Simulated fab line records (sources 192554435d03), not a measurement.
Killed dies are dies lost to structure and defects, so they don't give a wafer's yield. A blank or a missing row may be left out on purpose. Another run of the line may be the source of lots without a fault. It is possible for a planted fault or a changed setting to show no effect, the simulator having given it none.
fab line records	flow n5-finfet
[record] lots = 7	wafers = 21
route steps=1938 shown ZERO_LAYER@9 PMOS_HMC_CHANNEL_EPI@63 FIN_SAQP@109 DUMMY_GATE@215 SD_EPI_N@279 SD_EPI_P@321 SD_ACTIVATION@330 HKMG_FIN@392
start-h: the number of hours between the record's first day and the start of the first shown wafer of the lot	wait-h: hours from the lot's prior step to this one	" as in the row above	L1.1+2: a single row standing in for several wafers	- either no value or no given start	* or withheld: withheld	< > ~ a bound
route shown NAME@n: names a module that has steps shown in the file, with the first one's number in the route	usual: mean/standard deviation of fault-free wafers	same: alike in all rows	chamber/n: place in a boat	sites: each site's reading	_std_site: how widely they spread, as a standard deviation	_edge_site: mean of outer sites minus mean of inner sites	radius-mm: for every site, how far away it sits from the centre of the wafer	mask NAME#n: copy n	behind: the last tool/chamber to shape the wafer	hold: cause of the lot's hold/its duration in hours/its outcome	device: names the non-switching transistor (n, p or np)	end of line: the route-end tests of the same wafers	for a step that has no rows: nothing shown but its recipe	killed: dies lost to structure and defects at the first sort, not the wafer's yield	map: dies across one wafer; x = killed, . = not, _ = none there
set.NAME: the run value of the setting; set.NAME@STEP: its run value at that earlier step	model.NAME: the simulator's own value behind a step, which no gauge read
lots run with intentionally changed settings; tables by step, rows by wafer
[[steps]]
[step N5_ZERO_LAYER_EXPOSE_08]
[recipe] mask-id = ZERO	na = 0.55	source-shape = conventional	sigma-outer = 0.8	polarization = unpolarized	defocus-nm = 0	target-cd-nm = 2000	dose-mj = 16.2
lot.wafer	tool	chamber	start-h	wait-h	mask	set.dose-mj
L075.1+6	krf-scanner-02	0	18.46	-	ZERO#0	16.69
L075.4	"	0	"	"	ZERO#0	16.2
L079.1+2+5	krf-scanner-01	0	42.59	-	ZERO#0	16.2
L084.3+4+6	krf-scanner-01	0	72.60	-	ZERO#0	16.2
L085.2+6	krf-scanner-02	0	78.60	-	ZERO#0	15.46
L085.5	"	0	"	"	ZERO#0	16.2
L086.2+3+5	krf-scanner-02	0	84.49	-	ZERO#0	16.2
L088.2	krf-scanner-01	0	96.47	-	ZERO#0	16.56
L088.3+4	"	0	"	"	ZERO#0	16.2
L090.2+4+6	krf-scanner-01	0	108.60	-	ZERO#0	16.2
[step N5_ZERO_LAYER_PEB_09]
[recipe] peb-temp-c = withheld	peb-time-s = *
[step N5_ZERO_LAYER_DEVELOP_10]
[recipe] develop-time-s = 60	rinse-liquid = diw	dry = air-spin	dev-temp-c = 21
[step N5_ZERO_LAYER_HARDBAKE_23]
[recipe] temp-c = 130	time-s = 120
[step N5_ZERO_LAYER_CD_MEAS_11]
[recipe] target-cd-nm = 2000	landing-energy-ev = 500	detector = se-inlens
[usual] cd-nm = 2000.2/1.5
lot.wafer	tool	chamber	start-h	wait-h	set.dose-mj@ZERO_LAYER_EXPOSE_08	cd-nm
L075.1	cd-sem-01	0	18.64	-	16.69	2007.8
L075.4	"	0	"	"	16.2	2002.1
L075.6	"	0	"	"	16.69	2007.4
L079.1	cd-sem-02	0	42.77	-	16.2	2001.2
L079.2	"	0	"	"	16.2	2002.2
L079.5	"	0	"	"	16.2	2001.6
L084.3	cd-sem-02	0	72.77	-	16.2	1999.6
L084.4	"	0	"	"	16.2	2000.2
L084.6	"	0	"	"	16.2	2000.7
L085.2	cd-sem-03	0	78.77	-	15.46	1987.7
L085.5	"	0	"	"	16.2	1999.9
L085.6	"	0	"	"	15.46	1990.7
L086.2	cd-sem-03	0	84.66	-	16.2	1999.6
L086.3	"	0	"	"	16.2	1998.8
L086.5	"	0	"	"	16.2	2000.1
L088.2	cd-sem-03	0	96.64	-	16.56	2004.6
L088.3	"	0	"	"	16.2	1998.0
L088.4	"	0	"	"	16.2	1998.7
L090.2	cd-sem-01	0	108.77	-	16.2	1998.4
L090.4	"	0	"	"	16.2	1999.2
L090.6	"	0	"	"	16.2	1999.1
[step N5_PMOS_HMC_CHANNEL_EPI_PEB_07]
[recipe] peb-temp-c = 110	peb-time-s = 60	resist = CAR-ArF-block
lot.wafer	tool	chamber	start-h	wait-h	set.peb-time-s
L075.1+4+6	litho-track-05	0	23.36	0.1	60
L079.1+5	litho-track-05	0	47.58	0.1	60
L079.2	"	0	"	"	55.59
L084.3+4+6	litho-track-03	0	77.32	0.0	60
L085.2	litho-track-05	0	83.56	0.0	47.13
L085.5+6	"	0	"	"	60
L086.2+3+5	litho-track-05	0	89.40	0.0	60
L088.2+3	litho-track-05	0	101.24	0.0	64.96
L088.4	"	0	"	"	60
L090.2+4+6	litho-track-05	0	113.50	0.0	60
[step N5_PMOS_HMC_CHANNEL_EPI_DEVELOP_08]
[recipe] develop-time-s = 30	developer = TMAH	resist = CAR-ArF-block	dev-temp-c = 23	rinse-liquid = diw	dry = air-spin
[step N5_PMOS_HMC_CHANNEL_EPI_CD_MEAS_09]
[recipe] target-cd-nm = 237.4	landing-energy-ev = 500	detector = se-inlens
[usual] cd-nm = 237.6/0.96
lot.wafer	tool	chamber	start-h	wait-h	set.peb-time-s@PMOS_HMC_CHANNEL_EPI_PEB_07	cd-nm
L075.1	cd-sem-03	0	23.43	-	60	237.3
L075.4	"	0	"	"	60	237.6
L075.6	"	0	"	"	60	238.0
L079.1	cd-sem-02	0	47.65	-	60	236.8
L079.2	"	0	"	"	55.59	233.5
L079.5	"	0	"	"	60	237.2
L084.3	cd-sem-03	0	77.39	-	60	237.5
L084.4	"	0	"	"	60	236.8
L084.6	"	0	"	"	60	238.1
L085.2	cd-sem-03	0	83.62	-	47.13	226.5
L085.5	"	0	"	"	60	235.6
L085.6	"	0	"	"	60	236.9
L086.2	cd-sem-01	0	89.46	-	60	238.3
L086.3	"	0	"	"	60	238.7
L086.5	"	0	"	"	60	237.1
L088.2	cd-sem-01	0	101.30	-	64.96	240.3
L088.3	"	0	"	"	64.96	239.6
L088.4	"	0	"	"	60	238.5
L090.2	cd-sem-03	0	113.57	-	60	237.5
L090.4	"	0	"	"	60	238.3
L090.6	"	0	"	"	60	237.6
[step N5_PMOS_HMC_CHANNEL_EPI_DESCUM_14]
[recipe] chemistry = O2	time-s = 7.9	source-power-w = 50	bias-power-w = 20	pressure-mtorr = 20	rf-frequency-hz = 2.712e+07	temp-c = 40	resist = CAR-ArF-block	o2-flow-sccm = 225
lot.wafer	tool	chamber	start-h	wait-h	set.peb-time-s@PMOS_HMC_CHANNEL_EPI_PEB_07	model.PMOS_HMC_CHANNEL_EPI.cd-nm
L075.1	rie-diel-04	1	23.52	0.0	60	237.3
L075.4	"	2	"	"	60	237.6
L075.6	"	0	"	"	60	237.7
L079.1	rie-diel-03	3	47.91	0.2	60	237
L079.2	"	2	"	"	55.59	233.7
L079.5	"	0	"	"	60	236.8
L084.3	rie-diel-04	0	77.48	0.0	60	237.6
L084.4	"	1	"	"	60	236.8
L084.6	"	2	"	"	60	238.4
L085.2	rie-diel-04	2	83.71	0.0	47.13	226.8
L085.5	"	2	"	"	60	236
L085.6	"	3	"	"	60	237
L086.2	rie-diel-04	1	89.55	0.0	60	238.3
L086.3	"	2	"	"	60	238.7
L086.5	"	2	"	"	60	237
L088.2	rie-diel-03	0	101.48	0.1	64.96	240.2
L088.3	"	1	"	"	64.96	239.6
L088.4	"	3	"	"	60	238.4
L090.2	rie-diel-04	3	113.95	0.3	60	237.8
L090.4	"	0	"	"	60	238.2
L090.6	"	2	"	"	60	237.5
[step N5_PMOS_HMC_CHANNEL_EPI_ETCH_32]
[recipe] chemistry = N2/H2	target = BARC	stop-on = SiO2	target-depth-a = 858	over-etch-frac = 0.3	time-s = 50.3	ion-energy-ev = 200	mask-material = CAR-ArF-block	pressure-mtorr = 30	source-w = 840	bias-w = 150	n2-flow-sccm = 200	h2-flow-sccm = 200
lot.wafer	tool	chamber	start-h	wait-h	set.peb-time-s@PMOS_HMC_CHANNEL_EPI_PEB_07	model.PMOS_HMC_CHANNEL_EPI.cd-nm
L075.1	rie-diel-04	1	23.55	0.0	60	238.7
L075.4	"	2	"	"	60	239.9
L075.6	"	0	"	"	60	240.3
L079.1+5	rie-diel-03	3,0	47.95	0.0	60	239.5
L079.2	"	2	"	"	55.59	235.7
L084.3	rie-diel-04	0	77.51	0.0	60	239.6
L084.4	"	1	"	"	60	239.8
L084.6	"	2	"	"	60	241.2
L085.2	rie-diel-04	2	83.75	0.0	47.13	229.7
L085.5	"	2	"	"	60	238.5
L085.6	"	3	"	"	60	239.6
L086.2	rie-diel-04	1	89.58	0.0	60	240.9
L086.3	"	2	"	"	60	241.1
L086.5	"	2	"	"	60	239.7
L088.2	rie-diel-03	0	101.51	0.0	64.96	242.3
L088.3	"	1	"	"	64.96	242.1
L088.4	"	3	"	"	60	241.2
L090.2+6	rie-diel-04	3,2	113.99	0.0	60	240.3
L090.4	"	0	"	"	60	241.3
[step N5_FIN_SAQP_PEB_14]
[recipe] peb-temp-c = withheld	peb-time-s = 60	resist = CAR-ArF
lot.wafer	tool	chamber	start-h	wait-h	set.peb-time-s
L075.1	litho-track-02	0	28.03	0.1	60
L075.4+6	"	0	"	"	73.31
L079.1+5	litho-track-03	0	52.96	0.1	60
L079.2	"	0	"	"	67.31
L084.3+4+6	litho-track-02	0	82.12	0.0	60
L085.2+5	litho-track-02	0	88.36	0.0	60
L085.6	"	0	"	"	49.4
L086.2	litho-track-02	0	94.28	0.0	60
L086.3+5	"	0	"	"	69.66
L088.2+3+4	litho-track-03	0	106.00	0.0	60
L090.2+4+6	litho-track-02	0	118.45	0.0	60
[step N5_FIN_SAQP_DEVELOP_15]
[recipe] develop-time-s = 30	developer = TMAH	resist = CAR-ArF	dev-temp-c = 23	rinse-liquid = diw	dry = air-spin
[step N5_FIN_SAQP_CD_MEAS_16]
[recipe] target-cd-nm = 35.6	landing-energy-ev = 500	detector = se-inlens
[usual] cd-nm = 35.50/0.27
lot.wafer	tool	chamber	start-h	wait-h	set.peb-time-s@FIN_SAQP_PEB_14	cd-nm
L075.1	cd-sem-02	0	28.10	-	60	35.57
L075.4	"	0	"	"	73.31	32.82
L075.6	"	0	"	"	73.31	33.13
L079.1	cd-sem-03	0	53.02	-	60	35.44
L079.2	"	0	"	"	67.31	34.21
L079.5	"	0	"	"	60	35.86
L084.3	cd-sem-02	0	82.19	-	60	35.69
L084.4	"	0	"	"	60	35.72
L084.6	"	0	"	"	60	35.69
L085.2	cd-sem-02	0	88.43	-	60	34.68
L085.5	"	0	"	"	60	35.41
L085.6	"	0	"	"	49.4	38.12
L086.2	cd-sem-02	0	94.35	-	60	35.10
L086.3	"	0	"	"	69.66	33.61
L086.5	"	0	"	"	69.66	33.63
L088.2	cd-sem-01	0	106.07	-	60	35.94
L088.3	"	0	"	"	60	35.46
L088.4	"	0	"	"	60	35.82
L090.2	cd-sem-03	0	118.52	-	60	35.13
L090.4	"	0	"	"	60	35.97
L090.6	"	0	"	"	60	35.53
[step N5_FIN_SAQP_FIN_ETCH_36]
[recipe] chemistry = HBr/Cl2/O2	target-depth-a = 1200	mask-material = SiNx	time-s = 50.4	bias-w = 102	pressure-mtorr = 10	icp-w = 800	HBr_flow_sccm = 150	Cl2_flow_sccm = 80	O2_flow_sccm = 12
lot.wafer	tool	chamber	start-h	wait-h	set.bias-w	model.etch.depth-nm	model.FIN_SAQP.feature-depth-nm	model.SiNx_of_FIN_SAQP_HM_DEP_03.thk-nm
L075.1	rie-si-06	0	32.63	0.0	102	118.6	118.6	21.2
L075.4	"	2	"	"	102	120.5	120.4	21.2
L075.6	"	3	"	"	102	118.4	118.4	21.4
L079.1	rie-si-01	1	57.88	0.0	109.5	122.7	122.8	20.4
L079.2	"	3	"	"	109.5	122.2	122.2	20.4
L079.5	"	1	"	"	109.5	122.1	122.2	20.6
L084.3	rie-si-06	1	86.58	0.0	102	120.6	120.6	21.2
L084.4	"	3	"	"	97.11	118.4	118.4	22.2
L084.6	"	1	"	"	97.11	118.1	118.2	22
L085.2	rie-si-06	2	94.15	0.0	102	122.6	122.6	20.6
L085.5	"	1	"	"	95.84	118.6	118.6	22.6
L085.6	"	0	"	"	95.84	119.1	119.2	22.6
L086.2	rie-si-03	2	99.38	0.0	102	120.9	121	20.2
L086.3	"	3	"	"	86.88	115.4	115.4	22.4
L086.5	"	0	"	"	86.88	116.7	116.6	22.2
L088.2	rie-si-01	2	110.34	0.0	102	119.2	119.2	21
L088.3	"	1	"	"	102	119.8	119.8	20.6
L088.4	"	0	"	"	102	119.9	119.8	21.4
L090.2	rie-si-01	0	123.03	0.0	102	119.7	119.8	20.2
L090.4	"	1	"	"	102	120	120	21.2
L090.6	"	3	"	"	102	119.4	119.4	21.2
[step N5_FIN_SAQP_PRECLEAN_38]
[recipe] chemistry = O3/DIW	time-s = 45	temp-c = 22	o3-ppm = 10
[step N5_FIN_SAQP_PRECLEAN_45]
[recipe] chemistry = dHF	time-s = 10	dilution = 500:1	temp-c = 25
[step N5_FIN_SAQP_SRD_39]
[recipe] dry = ipa-marangoni	time-s = 30	temp-c = 23	rinse-liquid = diw
[step N5_FIN_SAQP_OCD_MEAS_76]
[usual] trench-depth-nm = 119.9/1
lot.wafer	tool	chamber	start-h	wait-h	set.bias-w@FIN_SAQP_FIN_ETCH_36	trench-depth-nm
L075.1	ocd-02	-	32.85	0.0	102	118.5
L075.4	"	-	"	"	102	120.2
L075.6	"	-	"	"	102	118.6
L079.1	ocd-02	-	58.09	0.0	109.5	122.6
L079.2	"	-	"	"	109.5	122.8
L079.5	"	-	"	"	109.5	122.4
L084.3	ocd-02	-	86.80	0.0	102	120.6
L084.4	"	-	"	"	97.11	118.5
L084.6	"	-	"	"	97.11	118.4
L085.2	ocd-01	-	94.37	0.0	102	122.4
L085.5	"	-	"	"	95.84	118.4
L085.6	"	-	"	"	95.84	119.3
L086.2	ocd-01	-	99.60	0.0	102	121.3
L086.3	"	-	"	"	86.88	115.0
L086.5	"	-	"	"	86.88	116.4
L088.2	ocd-02	-	110.56	0.0	102	119.0
L088.3	"	-	"	"	102	119.4
L088.4	"	-	"	"	102	120.2
L090.2	ocd-02	-	123.25	0.0	102	119.3
L090.4	"	-	"	"	102	119.9
L090.6	"	-	"	"	102	119.6
[step N5_DUMMY_GATE_CVD_03]
[recipe] material = a-Si	target-thk-a = 1500	temp-c = 530	precursor = SiH4	time-s = 8042
lot.wafer	tool	chamber	start-h	wait-h	set.temp-c	model.a-Si_of_DUMMY_GATE_CVD_03.thk-nm
L075.1	-	-	-	0.1	520.6	113.2
L075.4	"	-	"	"	520.6	113
L075.6	"	-	"	"	520.6	113.4
L079.1	-	-	-	0.1	523.6	125.2
L079.2	"	-	"	"	523.6	124.6
L079.5	"	-	"	"	523.6	123.6
L084.3	-	-	-	0.1	530	150.6
L084.4	"	-	"	"	530	150.8
L084.6	"	-	"	"	530	151
L085.2	-	-	-	0.1	530	152.2
L085.5	"	-	"	"	530	151.2
L085.6	"	-	"	"	530	152
L086.2	-	-	-	0.1	538.7	190
L086.3	"	-	"	"	538.7	189.6
L086.5	"	-	"	"	538.7	190.2
L088.2	-	-	-	0.1	544.2	218
L088.3	"	-	"	"	544.2	220.2
L088.4	"	-	"	"	544.2	218.4
L090.2	lpcvd-02	0/20	133.84	0.1	530	149.6
L090.4	"	0/29	"	"	530	149.4
L090.6	"	0/39	"	"	530	150.8
[step N5_DUMMY_GATE_COAT_28]
[recipe] resist = underlayer	temp-c = 205	time-s = 60	spin-rpm = 1500	resist-thk-nm = 10
lot.wafer	tool	chamber	start-h	wait-h	set.spin-rpm	model.underlayer_of_DUMMY_GATE_COAT_28.thk-nm
L075.1+6	litho-track-03	0	-	-	1500	10
L075.4	"	0	"	"	1414	10.4
L079.1	litho-track-02	0	-	-	1404	10.4
L079.2+5	"	0	"	"	1500	10
L084.3+6	litho-track-04	0	-	-	1394	10.4
L084.4	"	0	"	"	1500	10.2
L085.2+5+6	litho-track-02	0	-	-	1439	10.2
L086.2+5	litho-track-04	0	-	-	1500	10
L086.3	"	0	"	"	1562	9.8
L088.2	litho-track-02	0	-	-	1500	10
L088.3+4	"	0	"	"	1331	10.6
L090.2+4+6	litho-track-04	0	-	-	1500	10
[step N5_SD_EPI_N_ETCH_16]
[recipe] chemistry = CHF3/O2	target = SiO2	target-depth-a = 50	mask-material = SOC	pressure-mtorr = 30	source-w = 650	bias-w = 170	Ar_flow_sccm = 200	CHF3_flow_sccm = 50	O2_flow_sccm = 5	ion-energy-ev = 200
lot.wafer	tool	chamber	start-h	wait-h	set.target-depth-a	model.etch.depth-nm
L075.1	rie-diel-02	1	56.02	0.1	50	4.956
L075.4	"	0	"	"	50	5.066
L075.6	"	1	"	"	52.13	5.124
L079.1	rie-diel-06	1	81.00	0.1	50	5.029
L079.2	"	3	"	"	50	4.999
L079.5	"	3	"	"	50	4.983
L084.3	rie-diel-01	2	112.35	0.1	50	5.075
L084.4	"	1	"	"	50	4.937
L084.6	"	0	"	"	50	4.944
L085.2	rie-diel-06	0	120.71	0.1	50	5.114
L085.5	"	0	"	"	50	5.125
L085.6	"	3	"	"	50	4.983
L086.2	rie-diel-02	2	122.26	0.1	54.23	5.564
L086.3	"	0	"	"	50	5.063
L086.5	"	0	"	"	54.23	5.462
L088.2	rie-diel-06	0	134.10	0.1	50	4.982
L088.3	"	3	"	"	50	4.892
L088.4	"	2	"	"	45.99	4.618
L090.2	rie-diel-06	0	145.67	0.1	50	5.04
L090.4	"	3	"	"	50	4.955
L090.6	"	1	"	"	50	4.951
[step N5_SD_EPI_N_EPI_21]
[recipe] material = Si:P	dopant = P	temp-c = 680	pressure-torr = 255	time-s = 690
lot.wafer	tool	chamber	start-h	wait-h	set.epi-growth-time-s	model.Si-P_of_SD_EPI_N_EPI_21.thk-nm
L075.1+4	epi-rpcvd-01	0	57.25	0.2	690	59
L075.6	"	0	59.12	1.9	690	58.4
L079.1	epi-rpcvd-03	0	82.30	0.1	633.6	55.8
L079.2	"	0	"	"	690	60.6
L079.5	"	0	"	"	633.6	56
L084.3	epi-rpcvd-03	0	113.97	0.7	690	59.2
L084.4	"	0	"	"	690	59.6
L084.6	"	0	"	"	733	61.4
L085.2	epi-rpcvd-01	0	122.69	0.7	652.8	56.6
L085.5	"	0	124.18	2.0	690	59.4
L085.6	"	0	"	"	652.8	57.2
L086.2	epi-rpcvd-03	0	123.60	0.4	628.6	55.6
L086.3	"	0	"	"	628.6	56
L086.5	"	0	"	"	690	59.4
L088.2	epi-rpcvd-03	0	135.46	0.4	690	58.4
L088.3	"	0	"	"	624.7	54.6
L088.4	"	0	"	"	624.7	55
L090.2	epi-rpcvd-03	0	147.01	0.4	690	58.8
L090.4	"	0	"	"	690	58.6
L090.6	"	0	"	"	690	58.4
[step N5_SD_EPI_N_PRECLEAN_24]
[recipe] chemistry = O3/DIW	time-s = 60	temp-c = 22	o3-ppm = 10
[step N5_SD_EPI_P_EPI_21]
[recipe] material = SiGe:B	dopant = B	temp-c = 550	pressure-torr = 20	ambient = H2	time-s = 355
[step N5_SD_EPI_P_HM_STRIP_48]
[recipe] chemistry = H3PO4	temp-c = 160	material = SiNx	target = SiNx	target-depth-a = 30	overetch-fraction = 0.3
lot.wafer	tool	chamber	start-h	wait-h	set.epi-growth-time-s@SD_EPI_N_EPI_21	model.Si-P_of_SD_EPI_N_EPI_21.thk-nm
L075.1	wet-bench-06	5	64.27	0.0	690	58.4
L075.4	"	6	"	"	690	58.2
L075.6	"	2	"	"	690	57.6
L079.1	wet-bench-02	2	88.96	0.0	633.6	55.2
L079.2	"	5	"	"	690	60
L079.5	"	0	"	"	633.6	55.4
L084.3	wet-bench-06	1	121.76	0.0	690	58.4
L084.4	"	2	"	"	690	59
L084.6	"	3	"	"	733	60.8
L086.2	wet-bench-01	1	130.37	0.0	628.6	55
L086.3	"	6	"	"	628.6	55.4
L086.5	"	0	"	"	690	58.8
L085.2	wet-bench-02	7	133.96	0.0	652.8	55.8
L085.5	"	2	"	"	690	58.6
L085.6	"	4	"	"	652.8	56.6
L088.2	wet-bench-01	3	142.43	0.0	690	57.6
L088.3	"	5	"	"	624.7	54
L088.4	"	2	"	"	624.7	54.4
L090.2	wet-bench-01	1	153.91	0.0	690	58.2
L090.4	"	6	"	"	690	58
L090.6	"	3	"	"	690	57.8
[step N5_SD_EPI_P_SRD_49]
[recipe] dry = ipa-marangoni	time-s = 30	temp-c = 23	rinse-liquid = diw
[step N5_SD_EPI_P_PRECLEAN_24]
[recipe] chemistry = O3/DIW	time-s = 45	temp-c = 22	o3-ppm = 10
[step N5_SD_ACTIVATION_RTA_00]
[recipe] temp-c = 975	time-s = 0	ambient = N2	idle-temp-c = 600	ramp-up-c-per-s = 150	ramp-down-c-per-s = 60	cool-to-c = 600
[step N5_SD_ACTIVATION_LSA_01]
[recipe] temp-c = 1080	time-s = 0.0008	ambient = N2
[step N5_SD_ACTIVATION_RS_MEAS_03]
[recipe] thk-meas-gauge = four-point-probe
[usual] RS_SD_N = 21.90/0.27	RS_SD_P = 56.2/0.86
lot.wafer	tool	chamber	start-h	wait-h	set.epi-growth-time-s@SD_EPI_N_EPI_21	RS_SD_N[ohm/sq]	RS_SD_P[ohm/sq]
L075.1	film-metro-01	-	64.85	0.2	690	21.75	57.2
L075.4	"	-	"	"	690	21.96	55.9
L075.6	"	-	"	"	690	21.97	56.7
L079.1	film-metro-02	-	89.71	0.2	633.6	23.10	56.4
L079.2	"	-	"	"	690	21.27	56.7
L079.5	"	-	"	"	633.6	23.07	57.7
L084.3	film-metro-01	-	122.38	0.2	690	21.89	57.1
L084.4	"	-	"	"	690	21.62	57.5
L084.6	"	-	"	"	733	20.97	56.6
L086.2	film-metro-01	-	130.96	0.2	628.6	22.98	56.6
L086.3	"	-	"	"	628.6	23.12	57.4
L086.5	"	-	"	"	690	21.59	56.9
L085.2	film-metro-02	-	134.56	0.2	652.8	22.89	56.1
L085.5	"	-	"	"	690	21.62	56.9
L085.6	"	-	"	"	652.8	22.54	56.2
L088.2	film-metro-01	-	143.20	0.2	690	22.02	55.7
L088.3	"	-	"	"	624.7	23.51	54.9
L088.4	"	-	"	"	624.7	23.41	56.1
L090.2	film-metro-01	-	154.51	0.2	690	21.92	56.7
L090.4	"	-	"	"	690	22.33	56.4
L090.6	"	-	"	"	690	22.49	56.3
[step N5_HKMG_FIN_COAT_43]
[recipe] resist = CAR-ArF	spin-rpm = 1500	resist-thk-nm = 90
lot.wafer	tool	chamber	start-h	wait-h	set.spin-rpm	model.CAR-ArF_of_HKMG_FIN_COAT_43.thk-nm
L075.1+6	litho-track-01	0	-	-	1500	89.8
L075.4	"	0	"	"	1500	89.4
L079.1	litho-track-04	0	-	-	1500	90
L079.2	"	0	"	"	1500	90.4
L079.5	"	0	"	"	1391	93.6
L084.3	litho-track-05	0	-	-	1500	90.2
L084.4	"	0	"	"	1594	87.2
L084.6	"	0	"	"	1594	87.4
L086.2+3	litho-track-01	0	-	-	1500	89.6
L086.5	"	0	"	"	1500	89.8
L085.2+6	litho-track-01	0	-	-	1500	89.8
L085.5	"	0	"	"	1500	90
L088.2+3	litho-track-01	0	-	-	1632	86.2
L088.4	"	0	"	"	1500	90
L090.2+4	litho-track-05	0	-	-	1500	90.2
L090.6	"	0	"	"	1500	90
[[key]]
[split] step = N5_ZERO_LAYER_EXPOSE_08	setting = dose-mj	stated = 16.2	by = wafer
[response] step = N5_ZERO_LAYER_CD_MEAS_11	reading = cd-nm	change = +2.28	per = 1%	r = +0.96
[split] step = N5_PMOS_HMC_CHANNEL_EPI_PEB_07	setting = peb-time-s	stated = 60	by = wafer
[response] step = N5_PMOS_HMC_CHANNEL_EPI_CD_MEAS_09	reading = cd-nm	change = +0.426	per = 1%	r = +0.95
[response] step = N5_PMOS_HMC_CHANNEL_EPI_DESCUM_14	reading = model.PMOS_HMC_CHANNEL_EPI.cd-nm	change = +0.419	per = 1%	r = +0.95
[response] step = N5_PMOS_HMC_CHANNEL_EPI_ETCH_32	reading = model.PMOS_HMC_CHANNEL_EPI.cd-nm	change = +0.406	per = 1%	r = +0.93
[split] step = N5_FIN_SAQP_PEB_14	setting = peb-time-s	stated = 60	by = wafer
[response] step = N5_FIN_SAQP_CD_MEAS_16	reading = cd-nm	change = -0.126	per = 1%	r = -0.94
[split] step = N5_FIN_SAQP_FIN_ETCH_36	setting = bias-w	stated = 102	by = wafer
[response] step = N5_FIN_SAQP_FIN_ETCH_36	reading = model.etch.depth-nm	change = +0.382	per = 1%	r = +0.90
[response] step = N5_FIN_SAQP_FIN_ETCH_36	reading = model.FIN_SAQP.feature-depth-nm	change = +0.385	per = 1%	r = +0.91
[response] step = N5_FIN_SAQP_FIN_ETCH_36	reading = model.SiNx_of_FIN_SAQP_HM_DEP_03.thk-nm	change = -0.17	per = 1%	r = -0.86
[response] step = N5_FIN_SAQP_OCD_MEAS_76	reading = trench-depth-nm	change = +0.413	per = 1%	r = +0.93
[split] step = N5_DUMMY_GATE_CVD_03	setting = temp-c	stated = 530	by = lot
[response] step = N5_DUMMY_GATE_CVD_03	reading = model.a-Si_of_DUMMY_GATE_CVD_03.thk-nm	change = +23.7	per = 1%	r = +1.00
[split] step = N5_DUMMY_GATE_COAT_28	setting = spin-rpm	stated = 1500	by = wafer
[response] step = N5_DUMMY_GATE_COAT_28	reading = model.underlayer_of_DUMMY_GATE_COAT_28.thk-nm	change = -0.0517	per = 1%	r = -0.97
[split] step = N5_SD_EPI_N_ETCH_16	setting = target-depth-a	stated = 50	by = wafer
[response] step = N5_SD_EPI_N_ETCH_16	reading = model.etch.depth-nm	change = +0.0445	per = 1%	r = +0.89
[split] step = N5_SD_EPI_N_EPI_21	setting = epi-growth-time-s	stated = 690	by = wafer
[response] step = N5_SD_EPI_N_EPI_21	reading = model.Si-P_of_SD_EPI_N_EPI_21.thk-nm	change = +0.43	per = 1%	r = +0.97
[response] step = N5_SD_EPI_P_HM_STRIP_48	reading = model.Si-P_of_SD_EPI_N_EPI_21.thk-nm	change = +0.424	per = 1%	r = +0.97
[response] step = N5_SD_ACTIVATION_RS_MEAS_03	reading = RS_SD_N	change = -0.172	per = 1%	r = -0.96
[split] step = N5_HKMG_FIN_COAT_43	setting = spin-rpm	stated = 1500	by = wafer
[response] step = N5_HKMG_FIN_COAT_43	reading = model.CAR-ArF_of_HKMG_FIN_COAT_43.thk-nm	change = -0.45	per = 1%	r = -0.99
